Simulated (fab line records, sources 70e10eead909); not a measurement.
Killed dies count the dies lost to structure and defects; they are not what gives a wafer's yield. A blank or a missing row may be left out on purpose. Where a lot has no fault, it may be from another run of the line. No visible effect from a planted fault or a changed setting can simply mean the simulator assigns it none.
fab line records	flow nandHarc
record lots=24	wafers=72	lastDay=33
route steps=1302 shown P_M1@295 P_M2@331
lots with no fault: from the same line, run without faults
startH: the number of hours between the record's first day and the start of the first shown wafer of the lot	waitH: hours since the lot's step before	" unchanged from the row above	L1.1+2: one row covering several wafers at once	- either no value or no given start	* or withheld: withheld	< > ~ a bound
route shown NAME@n: NAME is a module with steps in the file, n the number in the route of the first one	usual: the fault-free wafers' mean and standard deviation	same: alike in all rows	chamber/n: place in a boat	sites: per-site readings	_std_site: how widely they spread, as a standard deviation	_edge_site: the outer-site mean with the inner-site mean subtracted	radiusMm: how far each site lies from the wafer's centre	mask NAME#n: copy n	behind: tool/chamber where the wafer was last shaped	hold: what put the lot on hold/how long, in hours/how the hold closed	device: which transistor (n, p or np) failed to switch	end of line: tests run on the same wafers once the route is complete	where a step has no rows: the recipe by itself	killed: dies that structure and defects cost at the first sort, which is not the same as the wafer's yield	map: shows each die of a wafer: x if killed, . if not, _ if none is there
set.NAME: setting as actually run; set.NAME@STEP: the setting as run at that earlier step	model.NAME: the simulator's own value behind a step, which no gauge read
the route's steps for a sample of lots (tables are steps, rows are wafers)
services: from which hour (startH, from the record's first day; less than 0 if before it) a tool's chamber was out of use, for how many hours, and why
## steps
# step NHARC_P_M1_CD_MEAS_09
# recipe targetCdNm=130	landingEnergyEv=500
# usual cdNm=129.8/0.68
# same landingEnergyEv=500
lot.wafer	tool	chamber	startH	waitH	cdNm
L074.2	cdSem-02	0	121.86	-	130.5
L074.3	"	0	"	"	130.0
L074.6	"	0	"	"	130.2
L075.2	cdSem-02	0	134.74	-	130.2
L075.5	"	0	"	"	129.5
L075.6	"	0	"	"	129.8
L076.1	cdSem-03	0	142.86	-	130.2
L076.3	"	0	"	"	130.1
L076.4	"	0	"	"	129.1
L077.1	cdSem-02	0	152.80	-	129.7
L077.3	"	0	"	"	128.9
L077.4	"	0	"	"	129.6
L078.2	cdSem-03	0	165.80	-	130.9
L078.3	"	0	"	"	131.1
L078.6	"	0	"	"	130.6
L079.2	cdSem-03	0	175.30	-	130.0
L079.3	"	0	"	"	129.0
L079.6	"	0	"	"	130.4
L080.4	cdSem-02	0	189.42	-	129.2
L080.5	"	0	"	"	130.0
L080.6	"	0	"	"	128.4
L081.1	cdSem-02	0	197.01	-	130.5
L081.2	"	0	"	"	129.2
L081.6	"	0	"	"	130.4
L082.1	cdSem-03	0	211.87	-	129.3
L082.4	"	0	"	"	130.0
L082.6	"	0	"	"	130.6
L083.1	cdSem-01	0	223.07	-	130.2
L083.4	"	0	"	"	130.5
L083.6	"	0	"	"	130.0
L084.1	cdSem-02	0	232.26	-	129.9
L084.2	"	0	"	"	130.1
L084.6	"	0	"	"	128.8
L085.1	cdSem-03	0	240.82	-	129.6
L085.2	"	0	"	"	130.0
L085.6	"	0	"	"	130.1
L086.2	cdSem-03	0	247.41	-	128.3
L086.3	"	0	"	"	129.3
L086.5	"	0	"	"	129.5
L088.1	cdSem-03	0	275.35	-	130.2
L088.3	"	0	"	"	130.1
L088.4	"	0	"	"	129.7
L087.3	cdSem-01	0	275.89	-	129.7
L087.4	"	0	"	"	128.0
L087.5	"	0	"	"	129.9
L089.4	cdSem-02	0	277.31	-	130.0
L089.5	"	0	"	"	130.3
L089.6	"	0	"	"	129.8
L090.1	cdSem-01	0	286.05	-	130.1
L090.3	"	0	"	"	129.4
L090.6	"	0	"	"	128.9
L091.1	cdSem-03	0	294.89	-	128.9
L091.4	"	0	"	"	129.8
L091.5	"	0	"	"	129.2
L092.3	cdSem-03	0	309.72	-	130.3
L092.4	"	0	"	"	129.4
L092.6	"	0	"	"	129.2
L093.2	cdSem-02	0	321.37	-	129.7
L093.4	"	0	"	"	130.1
L093.5	"	0	"	"	129.4
L094.4	cdSem-01	0	331.80	-	129.6
L094.5	"	0	"	"	130.6
L094.6	"	0	"	"	130.5
L095.2	cdSem-01	0	333.80	-	131.6
L095.3	"	0	"	"	130.1
L095.4	"	0	"	"	130.3
L096.4	cdSem-01	0	351.18	-	129.6
L096.5	"	0	"	"	129.7
L096.6	"	0	"	"	130.4
L097.3	cdSem-02	0	359.66	-	128.9
L097.4	"	0	"	"	129.9
L097.5	"	0	"	"	130.5
# step NHARC_P_M1_INSPECT_27
# usual rawDefectCount=314/120
lot.wafer	tool	chamber	startH	waitH	rawDefectCount
L074.2	defectInspect-01	-	124.69	0.0	165
L074.3	"	-	"	"	261
L074.6	"	-	"	"	127
L075.2	defectInspect-01	-	137.52	0.0	131
L075.5	"	-	"	"	332
L075.6	"	-	"	"	129
L076.1	defectInspect-02	-	145.71	0.0	277
L076.3	"	-	"	"	346
L076.4	"	-	"	"	317
L077.1	defectInspect-01	-	155.60	0.0	194
L077.3	"	-	"	"	235
L077.4	"	-	"	"	206
L078.2	defectInspect-01	-	168.55	0.0	354
L078.3	"	-	"	"	356
L078.6	"	-	"	"	374
L079.2	defectInspect-01	-	178.14	0.0	628
L079.3	"	-	"	"	257
L079.6	"	-	"	"	435
L080.4	defectInspect-02	-	192.20	0.0	317
L080.5	"	-	"	"	283
L080.6	"	-	"	"	271
L081.1	defectInspect-02	-	199.80	0.0	370
L081.2	"	-	"	"	270
L081.6	"	-	"	"	565
L082.1	defectInspect-01	-	214.63	0.0	225
L082.4	"	-	"	"	156
L082.6	"	-	"	"	237
L083.1	defectInspect-02	-	226.68	0.0	328
L083.4	"	-	"	"	291
L083.6	"	-	"	"	281
L084.1	defectInspect-01	-	235.15	0.0	382
L084.2	"	-	"	"	285
L084.6	"	-	"	"	645
L085.1	defectInspect-02	-	243.66	0.0	251
L085.2	"	-	"	"	311
L085.6	"	-	"	"	495
L086.2	defectInspect-01	-	250.24	0.0	395
L086.3	"	-	"	"	615
L086.5	"	-	"	"	411
L088.1	defectInspect-02	-	278.11	0.0	581
L088.3	"	-	"	"	395
L088.4	"	-	"	"	462
L087.3	defectInspect-02	-	278.64	0.0	327
L087.4	"	-	"	"	178
L087.5	"	-	"	"	531
L089.4	defectInspect-01	-	280.07	0.0	257
L089.5	"	-	"	"	214
L089.6	"	-	"	"	157
L090.1	defectInspect-02	-	288.81	0.0	252
L090.3	"	-	"	"	249
L090.6	"	-	"	"	220
L091.1	defectInspect-01	-	297.79	0.0	204
L091.4	"	-	"	"	167
L091.5	"	-	"	"	357
L092.3	defectInspect-02	-	312.55	0.0	212
L092.4	"	-	"	"	285
L092.6	"	-	"	"	195
L093.2	defectInspect-02	-	324.62	0.0	183
L093.4	"	-	"	"	314
L093.5	"	-	"	"	276
L094.4	defectInspect-01	-	334.55	0.0	312
L094.5	"	-	"	"	333
L094.6	"	-	"	"	156
L095.2	defectInspect-02	-	337.69	0.0	252
L095.3	"	-	"	"	190
L095.4	"	-	"	"	308
L096.4	defectInspect-02	-	353.94	0.0	284
L096.5	"	-	"	"	494
L096.6	"	-	"	"	221
L097.3	defectInspect-02	-	362.48	0.0	342
L097.4	"	-	"	"	312
L097.5	"	-	"	"	217
# step NHARC_P_M2_DESCUM_14
# recipe timeS=3	o2FlowSccm=200	arFlowSccm=0	biasPowerW=0	chemistry=O2
# usual drypumpMotorCurrentA=5.7/0.37	oesProductAu=0.996/0.014	rfVppV=57.9/0.86	showerheadPlenumPTorr=1.93/0.08	throttleValvePct=11.310/0.0098
# same biasPowerW=0
lot.wafer	tool	chamber	startH	waitH	drypumpMotorCurrentA	oesProductAu	rfHoursCounterH	rfVppV	showerheadPlenumPTorr	throttleValvePct
L074.3	rieDiel-05	3	126.28	0.1	6.3	1.008	3.9	57.6	1.88	11.304
L074.2	"	0	"	"	5.2	0.983	2.8	57.6	1.80	11.314
L074.6	"	2	"	"	5.7	0.978	-	56.8	1.98	11.321
L075.2	rieDiel-03	2	139.08	0.1	5.7	0.991	1.3	57.7	1.86	11.313
L075.5	"	2	"	"	5.7	0.987	-	58.4	1.86	11.309
L075.6	"	3	"	"	5.4	0.984	-	58.8	1.86	11.292
L076.1	rieDiel-03	0	147.28	0.1	5.4	0.995	1.1	58.1	2.05	11.322
L076.3	"	1	"	"	5.7	1.007	1.3	58.3	1.90	11.311
L076.4	"	2	"	"	5.7	0.992	1.5	57.9	1.86	11.317
L077.3	rieDiel-03	1	157.18	0.1	5.7	1.000	2.0	58.1	1.90	11.292
L077.1	"	2	"	"	5.7	0.999	2.1	58.0	1.86	11.306
L077.4	"	0	"	"	5.4	0.998	1.8	58.7	2.05	11.293
L078.3	rieDiel-05	3	170.15	0.1	6.3	1.007	6.1	58.3	1.88	11.317
L078.2	"	0	"	"	5.3	1.003	5.1	57.6	1.80	11.304
L078.6	"	2	"	"	5.7	0.991	-	57.3	1.98	11.315
L079.3	rieDiel-10	1	179.72	0.1	6.7	0.985	6.4	56.9	2.01	11.311
L079.2	"	3	"	"	5.6	1.019	7.1	58.2	1.94	11.321
L079.6	"	3	"	"	5.6	1.019	-	57.3	1.94	11.309
L080.4	rieDiel-05	0	193.96	0.1	5.3	0.987	6.9	58.0	1.80	11.306
L080.5	"	2	"	"	5.7	0.987	-	59.1	1.98	11.317
L080.6	"	3	"	"	6.3	1.011	-	57.9	1.88	11.300
L081.2	rieDiel-05	0	201.39	0.1	5.2	0.986	7.8	57.7	1.80	11.321
L081.1	"	1	"	"	6.3	0.977	8.1	57.1	1.93	11.313
L081.6	"	3	"	"	6.3	0.998	-	56.8	1.88	11.313
L082.1	rieDiel-03	0	216.22	0.1	5.4	0.984	5.0	59.0	2.05	11.318
L082.4	"	2	"	"	5.7	1.002	4.2	57.1	1.86	11.306
L082.6	"	0	"	"	5.4	0.980	-	56.5	2.05	11.308
L083.1	rieDiel-03	1	228.41	0.1	5.7	1.017	5.5	58.0	1.90	11.289
L083.4	"	0	"	"	5.3	0.980	-	58.9	2.05	11.311
L083.6	"	1	"	"	5.7	1.008	-	59.0	1.90	11.322
L084.2	rieDiel-03	2	236.59	0.1	5.7	0.985	5.2	58.3	1.86	11.297
L084.1	"	0	"	"	5.4	0.997	6.3	58.0	2.05	11.318
L084.6	"	2	"	"	5.7	1.002	-	57.1	1.86	11.317
L085.1	rieDiel-03	0	245.25	0.1	5.3	0.998	6.5	58.7	2.05	11.299
L085.2	"	1	"	"	5.7	1.016	6.3	57.5	1.90	11.313
L085.6	"	2	"	"	5.7	0.995	-	58.8	1.86	11.317
L086.2	rieDiel-10	0	251.80	0.1	5.5	1.021	0	58.4	2.06	11.312
L086.3	"	2	"	"	5.5	1.002	0	59.7	2.04	11.308
L086.5	"	3	"	"	5.6	1.019	-	57.8	1.94	11.302
L088.1	rieDiel-05	1	279.69	0.1	6.3	0.965	1.8	58.6	1.93	11.302
L088.3	"	2	"	"	5.7	1.005	1.8	56.9	1.98	11.316
L088.4	"	0	"	"	5.2	1.019	1.8	56.7	1.80	11.326
L087.4	rieDiel-05	2	280.25	0.1	5.7	0.990	1.8	56.5	1.98	11.319
L087.3	"	3	"	"	6.3	1.008	0.6	56.7	1.88	11.302
L087.5	"	1	"	"	6.3	0.961	-	58.9	1.93	11.321
L089.4	rieDiel-10	1	281.67	0.1	6.6	0.988	2.0	57.9	2.01	11.306
L089.6	"	1	"	"	6.6	1.002	-	58.9	2.01	11.310
L089.5	"	2	"	"	5.6	1.018	-	59.1	2.04	11.295
L090.1	rieDiel-03	1	290.38	0.1	5.7	1.004	0	57.3	1.90	11.307
L090.3	"	0	"	"	5.4	1.004	0	58.7	2.05	11.312
L090.6	"	3	"	"	5.4	0.987	-	58.3	1.85	11.319
L091.1	rieDiel-05	1	299.26	0.1	6.3	0.966	3.7	59.9	1.93	11.308
L091.4	"	2	"	"	5.7	0.987	3.5	57.4	1.98	11.315
L091.5	"	3	"	"	6.3	0.993	-	58.4	1.88	11.309
L092.4	rieDiel-03	0	314.15	0.1	5.4	1.000	1.2	57.8	2.05	11.330
L092.3	"	1	"	"	5.7	1.008	1.3	57.6	1.90	11.326
L092.6	"	3	"	"	5.4	0.985	-	56.2	1.85	11.315
L093.2	rieDiel-03	3	326.39	0.1	5.3	0.986	1.2	57.0	1.85	11.303
L093.4	"	0	"	"	5.3	0.994	1.4	58.6	2.05	11.311
L093.5	"	2	"	"	5.7	0.985	-	58.6	1.86	11.304
L094.4	rieDiel-10	1	336.01	0.1	6.7	1.003	4.6	57.7	2.01	11.316
L094.5	"	2	"	"	5.6	1.011	-	58.4	2.04	11.317
L094.6	"	3	"	"	5.6	1.029	-	58.9	1.94	11.299
L095.3	rieDiel-10	3	339.14	0.1	5.6	1.014	5.4	58.1	1.94	11.291
L095.2	"	0	"	"	5.6	1.002	4.3	59.1	2.06	11.300
L095.4	"	2	"	"	5.6	1.006	4.5	59.0	2.04	11.313
L096.4	rieDiel-03	1	355.42	0.1	5.7	0.983	3.5	57.7	1.90	11.310
L096.5	"	2	"	"	5.7	0.989	-	57.9	1.86	11.317
L096.6	"	3	"	"	5.3	0.981	-	58.3	1.85	11.305
L097.3	rieDiel-03	2	364.06	0.1	5.7	0.985	2.8	56.9	1.86	11.324
L097.4	"	0	"	"	5.4	0.987	2.2	57.8	2.05	11.304
L097.5	"	1	"	"	5.7	0.981	-	57.7	1.90	11.306
# step NHARC_P_M2_ETCH_35
# recipe targetDepthA=400	overetchA=120	timeS=43.94	ionEnergyEv=200	n2FlowSccm=150	h2FlowSccm=150	arFlowSccm=0	rfW=400	biasW=150	chemistry=N2/H2
# usual drypumpMotorCurrentA=5.7/0.39	oesProductAu=0.997/0.014	rfVppV=431.0/2.5	showerheadPlenumPTorr=2.06/0.089	throttleValvePct=14.171/0.0088
lot.wafer	tool	chamber	startH	waitH	drypumpMotorCurrentA	oesProductAu	rfHoursCounterH	rfVppV	showerheadPlenumPTorr	throttleValvePct
L074.3	rieDiel-05	3	126.37	0.1	6.3	1.008	3.9	430.3	2.01	14.185
L074.2	"	0	"	"	5.3	0.979	2.8	428.3	1.92	14.167
L074.6	"	3	"	"	6.3	1.008	-	429.0	2.00	14.185
L075.2	rieDiel-03	2	139.17	0.1	5.7	0.995	1.3	428.6	1.98	14.177
L075.6	"	1	"	"	5.7	1.006	-	430.5	2.03	14.186
L075.5	"	2	"	"	5.7	0.993	-	430.4	1.98	14.164
L076.4	rieDiel-03	3	147.37	0.1	5.3	0.997	1.4	429.2	1.98	14.162
L076.3	"	0	"	"	5.4	1.012	1.1	433.4	2.19	14.160
L076.1	"	2	"	"	5.7	1.005	1.5	429.2	1.98	14.172
L077.3	rieDiel-03	2	157.27	0.1	5.7	1.000	2.2	428.8	1.98	14.161
L077.1	"	3	"	"	5.4	0.978	2.0	429.8	1.98	14.185
L077.4	"	0	"	"	5.4	1.005	1.8	433.1	2.19	14.161
L078.3	rieDiel-05	3	170.22	0.1	6.3	1.014	6.1	428.5	2.00	14.169
L078.2	"	1	"	"	6.3	0.982	4.9	431.3	2.06	14.175
L078.6	"	2	"	"	5.7	0.985	-	432.5	2.12	14.172
L079.3	rieDiel-10	3	179.82	0.1	5.6	1.011	7.1	432.5	2.07	14.164
L079.2	"	0	"	"	5.5	1.011	1.7	434.3	2.20	14.174
L079.6	"	1	"	"	6.7	0.993	-	435.4	2.15	14.154
L080.4	rieDiel-05	0	194.05	0.1	5.3	0.990	6.9	427.7	1.92	14.178
L080.5	"	1	"	"	6.3	0.976	-	430.8	2.06	14.165
L080.6	"	2	"	"	5.7	0.986	-	432.1	2.11	14.161
L081.1	rieDiel-05	2	201.47	0.1	5.7	1.012	7.7	432.3	2.11	14.161
L081.2	"	3	"	"	6.3	0.999	8.6	429.2	2.00	14.173
L081.6	"	1	"	"	6.3	0.980	-	430.6	2.06	14.163
L082.1	rieDiel-03	3	216.30	0.1	5.4	0.990	5.6	430.1	1.98	14.164
L082.4	"	2	"	"	5.7	0.992	4.2	429.6	1.98	14.172
L082.6	"	3	"	"	5.4	0.971	-	430.1	1.98	14.166
L083.1	rieDiel-03	0	228.49	0.1	5.3	0.992	5.8	434.3	2.19	14.166
L083.6	"	1	"	"	5.7	1.008	-	430.1	2.03	14.177
L083.4	"	2	"	"	5.7	0.999	-	429.9	1.98	14.173
L084.2	rieDiel-03	3	236.68	0.1	5.3	0.980	6.4	428.8	1.98	14.159
L084.1	"	2	"	"	5.7	1.002	5.3	428.2	1.98	14.171
L084.6	"	3	"	"	5.3	0.986	-	428.2	1.98	14.183
L085.1	rieDiel-03	1	245.33	0.1	5.7	1.002	6.3	430.1	2.03	14.158
L085.2	"	2	"	"	5.7	0.978	5.4	428.0	1.98	14.180
L085.6	"	0	"	"	5.3	1.001	-	434.2	2.19	14.175
L086.2	rieDiel-10	1	251.89	0.1	6.7	0.989	0.0	433.0	2.15	14.178
L086.3	"	3	"	"	5.6	1.015	0.0	431.6	2.07	14.159
L086.5	"	1	"	"	6.7	0.991	-	432.2	2.15	14.175
L088.1	rieDiel-05	3	279.77	0.1	6.3	0.995	0.6	428.9	2.00	14.172
L088.3	"	0	"	"	5.3	1.008	1.8	425.9	1.91	14.166
L088.4	"	1	"	"	6.3	0.968	1.8	432.4	2.06	14.187
L087.4	rieDiel-05	1	280.32	0.1	6.3	0.966	1.9	431.7	2.06	14.182
L087.3	"	2	"	"	5.7	0.998	1.8	432.8	2.11	14.175
L087.5	"	0	"	"	5.3	1.007	-	427.3	1.91	14.176
L089.4	rieDiel-10	0	281.77	0.1	5.5	1.023	1.4	433.0	2.20	14.171
L089.5	"	1	"	"	6.7	0.991	-	431.2	2.14	14.171
L089.6	"	2	"	"	5.6	1.022	-	433.0	2.18	14.170
L090.3	rieDiel-03	1	290.49	0.1	5.7	0.993	0.0	430.0	2.02	14.163
L090.1	"	3	"	"	5.4	0.984	0.0	429.4	1.98	14.166
L090.6	"	3	"	"	5.4	0.974	-	430.4	1.98	14.168
L091.4	rieDiel-05	3	299.33	0.1	6.3	0.998	2.3	430.7	2.00	14.165
L091.1	"	1	"	"	6.3	0.968	3.7	432.2	2.06	14.173
L091.5	"	0	"	"	5.3	1.015	-	427.2	1.91	14.164
L092.4	rieDiel-03	3	314.22	0.1	5.4	0.990	1.1	427.1	1.98	14.157
L092.3	"	2	"	"	5.7	1.002	0.5	430.3	1.98	14.183
L092.6	"	3	"	"	5.4	0.980	-	428.7	1.98	14.152
L093.4	rieDiel-03	1	326.47	0.1	5.7	0.994	1.5	429.7	2.02	14.160
L093.2	"	0	"	"	5.4	1.000	1.4	435.5	2.18	14.180
L093.5	"	2	"	"	5.7	1.003	-	428.8	1.98	14.172
L094.4	rieDiel-10	3	336.07	0.1	5.6	1.024	5.3	430.5	2.07	14.159
L094.5	"	3	"	"	5.6	1.014	-	432.3	2.07	14.169
L094.6	"	0	"	"	5.5	1.023	-	433.5	2.20	14.157
L095.3	rieDiel-10	0	339.22	0.1	5.6	1.021	4.3	437.0	2.20	14.168
L095.4	"	1	"	"	6.6	0.993	4.6	432.9	2.14	14.156
L095.2	"	2	"	"	5.6	1.005	4.6	434.0	2.18	14.172
L096.4	rieDiel-03	2	355.48	0.1	5.7	1.000	2.6	428.8	1.98	14.178
L096.5	"	2	"	"	5.7	1.001	-	428.0	1.98	14.183
L096.6	"	3	"	"	5.3	0.989	-	426.8	1.97	14.181
L097.3	rieDiel-03	2	364.14	0.1	5.7	0.994	2.9	429.9	1.98	14.172
L097.4	"	1	"	"	5.7	0.990	3.8	430.8	2.02	14.169
L097.5	"	2	"	"	5.7	0.984	-	428.3	1.98	14.173
# step NHARC_P_M2_STRIP_18
# recipe powerW=1000	n2FlowSccm=150	h2FlowSccm=150	arFlowSccm=0	biasW=0	chemistry=N2/H2
# usual drypumpMotorCurrentA=5.8/0.41	oesProductAu=0.996/0.015	rfVppV=90.7/0.91	showerheadPlenumPTorr=2.05/0.084	throttleValvePct=14.171/0.0084
lot.wafer	tool	chamber	startH	waitH	drypumpMotorCurrentA	oesProductAu	rfHoursCounterH	rfVppV	showerheadPlenumPTorr	throttleValvePct
L074.2	rieDiel-03	1	126.67	0.1	5.7	1.007	1	91.0	2.03	14.180
L074.3	"	2	"	"	5.7	0.992	1	88.3	1.98	14.169
L074.6	"	2	"	"	5.7	0.996	-	90.7	1.98	14.173
L075.2	rieDiel-05	2	139.51	0.1	5.7	0.987	4	91.7	2.12	14.186
L075.6	"	1	"	"	6.3	0.969	-	90.6	2.06	14.188
L075.5	"	2	"	"	5.7	0.981	-	91.7	2.12	14.161
L076.3	rieDiel-05	2	147.66	0.1	5.7	0.986	4	91.3	2.12	14.169
L076.1	"	0	"	"	5.3	1.007	5	90.3	1.92	14.154
L076.4	"	1	"	"	6.3	0.976	5	92.2	2.06	14.171
L077.1	rieDiel-03	0	157.56	0.1	5.4	1.002	2	90.5	2.19	14.169
L077.3	"	2	"	"	5.7	0.998	2	89.5	1.98	14.163
L077.4	"	3	"	"	5.4	0.971	2	89.8	1.98	14.164
L078.2	rieDiel-05	2	170.55	0.1	5.7	0.986	5	90.6	2.12	14.178
L078.3	"	0	"	"	5.3	0.999	5	90.6	1.92	14.161
L078.6	"	2	"	"	5.7	0.985	-	92.0	2.12	14.168
L079.3	rieDiel-03	3	180.14	0.1	5.4	0.981	3	90.5	1.98	14.177
L079.2	"	0	"	"	5.4	0.988	3	91.3	2.19	14.175
L079.6	"	0	"	"	5.4	0.985	-	91.2	2.19	14.177
L080.4	rieDiel-05	0	194.35	0.1	5.3	0.997	7	90.6	1.92	14.156
L080.5	"	3	"	"	6.3	1.015	-	89.0	2.00	14.179
L080.6	"	0	"	"	5.2	0.994	-	89.2	1.92	14.175
L081.1	rieDiel-10	3	201.76	0.1	5.6	1.026	8	92.0	2.07	14.166
L081.2	"	1	"	"	6.7	0.994	8	91.8	2.15	14.165
L081.6	"	3	"	"	5.6	1.025	-	90.8	2.07	14.159
L082.4	rieDiel-05	0	216.59	0.1	5.3	0.980	10	89.5	1.92	14.155
L082.1	"	3	"	"	6.3	1.006	11	91.2	2.00	14.172
L082.6	"	1	"	"	6.3	0.965	-	92.0	2.06	14.176
L083.1	rieDiel-10	3	228.88	0.1	5.6	1.013	11	91.3	2.07	14.186
L083.4	"	2	"	"	5.6	1.019	-	90.9	2.18	14.171
L083.6	"	3	"	"	5.6	1.008	-	90.5	2.07	14.182
L084.2	rieDiel-10	1	236.97	0.1	6.6	0.991	10	90.8	2.15	14.180
L084.1	"	2	"	"	5.6	1.010	6	91.2	2.18	14.161
L084.6	"	1	"	"	6.7	0.985	-	90.3	2.15	14.173
L085.2	rieDiel-05	3	245.64	0.1	6.3	0.991	0	89.8	2.00	14.169
L085.1	"	1	"	"	6.3	0.972	0	92.0	2.06	14.160
L085.6	"	3	"	"	6.3	0.996	-	90.9	2.00	14.153
L086.2	rieDiel-05	1	252.17	0.1	6.3	0.985	0	90.9	2.06	14.157
L086.3	"	0	"	"	5.3	1.021	0	90.7	1.92	14.158
L086.5	"	2	"	"	5.7	0.998	-	90.0	2.11	14.165
L088.1	rieDiel-10	3	280.08	0.1	5.6	1.007	2	90.8	2.07	14.170
L088.3	"	2	"	"	5.6	1.022	2	90.1	2.18	14.182
L088.4	"	1	"	"	6.7	0.990	-	91.6	2.14	14.174
L087.3	rieDiel-03	0	280.61	0.1	5.4	0.984	10	91.1	2.18	14.183
L087.4	"	2	"	"	5.7	0.995	9	89.9	1.98	14.168
L087.5	"	0	"	"	5.4	0.982	-	91.3	2.18	14.173
L089.4	rieDiel-05	2	282.11	0.1	5.7	1.002	2	90.8	2.11	14.174
L089.5	"	1	"	"	6.3	0.965	-	92.9	2.06	14.183
L089.6	"	2	"	"	5.7	0.991	-	92.6	2.11	14.173
L090.3	rieDiel-03	3	290.84	0.1	5.4	0.980	0	90.0	1.98	14.178
L090.1	"	0	"	"	5.4	0.999	0	91.7	2.18	14.166
L090.6	"	3	"	"	5.4	0.979	-	89.8	1.97	14.180
L091.1	rieDiel-03	3	299.67	0.1	5.4	0.989	1	88.9	1.98	14.171
L091.4	"	0	"	"	5.4	1.003	1	90.8	2.18	14.167
L091.5	"	2	"	"	5.7	1.009	-	90.3	1.98	14.187
L092.4	rieDiel-05	0	315.01	0.1	5.2	1.012	4	90.3	1.91	14.180
L092.3	"	1	"	"	6.3	0.968	4	90.9	2.06	14.178
L092.6	"	1	"	"	6.3	0.971	-	90.4	2.06	14.171
L093.4	rieDiel-10	1	326.82	0.1	6.6	1.010	3	90.1	2.14	14.167
L093.2	"	2	"	"	5.6	1.008	4	92.7	2.18	14.179
L093.5	"	0	"	"	5.5	1.025	-	92.9	2.20	14.177
L094.6	rieDiel-03	3	336.47	0.2	5.4	0.981	-	90.9	1.97	14.173
L094.4	"	1	"	"	5.7	0.994	-	89.8	2.02	14.178
L094.5	"	2	"	"	5.7	0.990	-	90.4	1.98	14.182
L095.3	rieDiel-03	1	339.55	0.1	5.7	0.988	2	90.2	2.02	14.185
L095.2	"	2	"	"	5.7	0.989	1	89.2	1.98	14.165
L095.4	"	3	"	"	5.4	0.986	-	90.3	1.98	14.169
L096.4	rieDiel-05	0	355.80	0.1	5.3	1.008	7	88.7	1.91	14.174
L096.6	"	3	"	"	6.3	1.004	-	90.6	2.00	14.173
L096.5	"	0	"	"	5.3	1.008	-	89.5	1.91	14.167
L097.3	rieDiel-05	0	364.46	0.1	5.3	1.008	8	89.9	1.91	14.166
L097.4	"	2	"	"	5.7	1.007	7	91.3	2.11	14.188
L097.5	"	0	"	"	5.3	1.006	-	89.3	1.91	14.167
# step NHARC_P_M2_THK_MEAS_24
# recipe thkMeasGauge=xrf
# usual thkNm=144.0/1.7
lot.wafer	tool	chamber	startH	waitH	thkNm
L074.2	filmMetro-01	-	128.74	-	142.3
L074.3	"	-	"	"	143.9
L074.6	"	-	"	"	142.4
L075.2	filmMetro-01	-	141.52	-	143.9
L075.5	"	-	"	"	144.6
L075.6	"	-	"	"	143.2
L076.1	filmMetro-01	-	149.75	-	144.2
L076.3	"	-	"	"	146.0
L076.4	"	-	"	"	146.6
L077.1	filmMetro-01	-	159.58	-	144.3
L077.3	"	-	"	"	142.7
L077.4	"	-	"	"	143.6
L078.2	filmMetro-01	-	172.58	-	144.0
L078.3	"	-	"	"	143.7
L078.6	"	-	"	"	142.2
L079.2	filmMetro-01	-	182.26	-	142.5
L079.3	"	-	"	"	144.6
L079.6	"	-	"	"	141.4
L080.4	filmMetro-02	-	196.39	-	143.5
L080.5	"	-	"	"	144.9
L080.6	"	-	"	"	146.1
L081.1	filmMetro-02	-	204.00	-	144.4
L081.2	"	-	"	"	143.0
L081.6	"	-	"	"	143.8
L082.1	filmMetro-02	-	218.63	-	143.4
L082.4	"	-	"	"	143.2
L082.6	"	-	"	"	141.9
L083.1	filmMetro-02	-	230.95	-	144.2
L083.4	"	-	"	"	141.4
L083.6	"	-	"	"	142.8
L084.1	filmMetro-01	-	239.11	-	145.5
L084.2	"	-	"	"	145.3
L084.6	"	-	"	"	143.3
L085.1	filmMetro-02	-	247.65	-	143.2
L085.2	"	-	"	"	146.6
L085.6	"	-	"	"	147.9
L086.2	filmMetro-02	-	254.22	-	147.2
L086.3	"	-	"	"	143.7
L086.5	"	-	"	"	146.4
L088.1	filmMetro-01	-	282.63	-	142.2
L088.3	"	-	"	"	141.5
L088.4	"	-	"	"	145.0
L087.3	filmMetro-01	-	282.69	-	143.7
L087.4	"	-	"	"	143.6
L087.5	"	-	"	"	142.8
L089.4	filmMetro-01	-	284.25	-	142.8
L089.5	"	-	"	"	143.6
L089.6	"	-	"	"	146.5
L090.1	filmMetro-02	-	292.91	-	144.5
L090.3	"	-	"	"	144.3
L090.6	"	-	"	"	145.1
L091.1	filmMetro-01	-	301.67	-	143.8
L091.4	"	-	"	"	142.4
L091.5	"	-	"	"	143.2
L092.3	filmMetro-01	-	317.05	-	142.1
L092.4	"	-	"	"	144.6
L092.6	"	-	"	"	144.0
L093.2	filmMetro-01	-	328.81	-	146.3
L093.4	"	-	"	"	144.9
L093.5	"	-	"	"	148.1
L094.4	filmMetro-02	-	338.48	-	146.6
L094.5	"	-	"	"	144.2
L094.6	"	-	"	"	140.8
L095.2	filmMetro-01	-	341.62	-	141.6
L095.3	"	-	"	"	146.1
L095.4	"	-	"	"	142.0
L096.4	filmMetro-01	-	357.81	-	143.5
L096.5	"	-	"	"	145.1
L096.6	"	-	"	"	143.7
L097.3	filmMetro-02	-	366.47	-	145.5
L097.4	"	-	"	"	143.8
L097.5	"	-	"	"	147.2
## services
tool	chamber	startH	hours	kind
rieDiel-10	0	103.80	17.0	repair
rieDiel-03	-	104.30	9.0	pm
rieDiel-03	0	104.30	9.0	ventCycle
rieDiel-10	0	121.02	50.6	repair
rieDiel-03	-	132.70	1.8	repair
rieDiel-03	-	134.70	1.1	repair
rieDiel-05	-	137.59	0.8	repair
rieDiel-10	-	138.73	0.2	repair
rieDiel-03	0	139.13	4.1	repair
rieDiel-10	2	148.44	4.9	repair
rieDiel-03	-	150.65	0.3	repair
rieDiel-03	2	167.34	13.6	repair
rieDiel-10	2	177.62	28.1	repair
rieDiel-10	0	196.70	20.4	repair
rieDiel-10	1	225.52	8.5	repair
rieDiel-03	3	227.46	2.8	repair
rieDiel-05	-	229.60	9.0	pm
rieDiel-10	-	242.50	9.0	pm
rieDiel-05	3	260.27	7.1	repair
rieDiel-10	0	274.55	6.6	repair
rieDiel-03	-	281.30	9.0	pm
rieDiel-03	0	333.20	14.6	repair
rieDiel-10	-	340.96	2.3	repair
rieDiel-03	3	342.95	8.9	repair
## key
fault none
